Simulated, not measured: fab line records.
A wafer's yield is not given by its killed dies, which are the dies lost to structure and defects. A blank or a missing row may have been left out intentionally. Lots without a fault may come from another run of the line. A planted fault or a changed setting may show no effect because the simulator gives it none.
One fault through the eyes of 3 desks -- flow nand-harc -- what lay behind the numbers comes last; until then each desk has only its own

## FOR THE TOOL OWNER'S DESK: krf-scanner-04
The tool's own readings at NHARC_THIN_TSV_EXPOSE_30 (exposes mask PAD): means of the sampled wafers that have a number, for each lot that ran on this tool. A lot is out of limits, marked OUT, if its mean lies more than 4 standard deviations from the usual mean; the brackets give that distance.
Columns: A = exposure-dose-mJ-cm2 at NHARC_THIN_TSV_EXPOSE_30, usual 11.470
lot,first seen here,A
L340,day 20 13:25,11.483
L346,day 21 15:13,12.043 (+52) OUT
L348,day 22 05:17,12.052 (+53) OUT
This desk's finding: out of limits on L346, L348; first on L346, day 21 15:13 (exposure-dose-mJ-cm2 at NHARC_THIN_TSV_EXPOSE_30). L340 stayed within limits.

## THE DEFECT DESK
Inspection counts along the route, by lot: the mean over sampled wafers that carry a number. A lot is out of limits, marked OUT, if its mean lies more than 4 standard deviations from the usual mean; the brackets give that distance.
Columns: A = raw-defect-count at NHARC_HYBRID_BOND_INSPECT_06, usual 32
lot,first seen here,A
L335,day 18 14:32,37
L336,day 19 02:13,35
L340,day 20 04:57,11
L341,day 20 04:59,23
L346,day 21 06:59,44
L349,day 21 11:22,12
L347,day 21 19:25,26
L348,day 21 19:25,47
L351,day 22 02:04,39
L350,day 22 02:04,42
L353,day 22 19:08,23
L356,day 23 16:56,44
L357,day 23 21:16,20
This desk's verdict: no lot among the 13 shows anything out of limits.

## METROLOGY DESK
What the gauges read, lot by lot, whatever tool the lot ran on: means of the sampled wafers that have a number. A lot is out of limits, marked OUT, if its mean lies more than 4 standard deviations from the usual mean; the brackets give that distance.
Columns: A = overlay-x-nm at NHARC_HYBRID_BOND_OVL_MEAS_05, usual -1 nm; B = overlay-y-nm at NHARC_HYBRID_BOND_OVL_MEAS_05, usual -5 nm
lot,first seen here,A,B
L335,day 18 14:29,10,-17
L336,day 19 02:09,3,11
L340,day 20 04:54,-27,-14
L341,day 20 04:55,-9,27
L346,day 21 06:56,-22,-3
L349,day 21 11:19,17,-2
L347,day 21 19:22,-8,10
L348,day 21 19:22,-16,-31
L351,day 22 02:01,39,-4
L350,day 22 02:01,-3,-10
L353,day 22 19:05,-50,11
L356,day 23 16:52,2,-1
L357,day 23 21:13,-8,0
This desk's verdict: no lot among the 13 shows anything out of limits.

## BROUGHT TOGETHER
At day 21 15:13, on L346, L348, the tool owner's desk was in a position to raise an alarm.
Nothing out of limits was seen by the defect desk.
The metrology desk saw nothing out of limits.
The defect desk has L346, L348 on record, within its limits.
The metrology desk has L346, L348 on record, within its limits.
Of the lots named, all ran NHARC_THIN_TSV_EXPOSE_30 on krf-scanner-04.

## WHAT HAD BEEN PUT IN BY THE SIMULATOR
Process parameters drifting: krf-scanner-04 at NHARC_THIN_TSV_EXPOSE_30, beginning at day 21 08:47. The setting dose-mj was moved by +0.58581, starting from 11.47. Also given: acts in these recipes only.
Lots struck among those shown: L346, L348.
How many hours passed from the start of the fault until each desk's first out-of-limits reading: the tool owner's desk, 6.
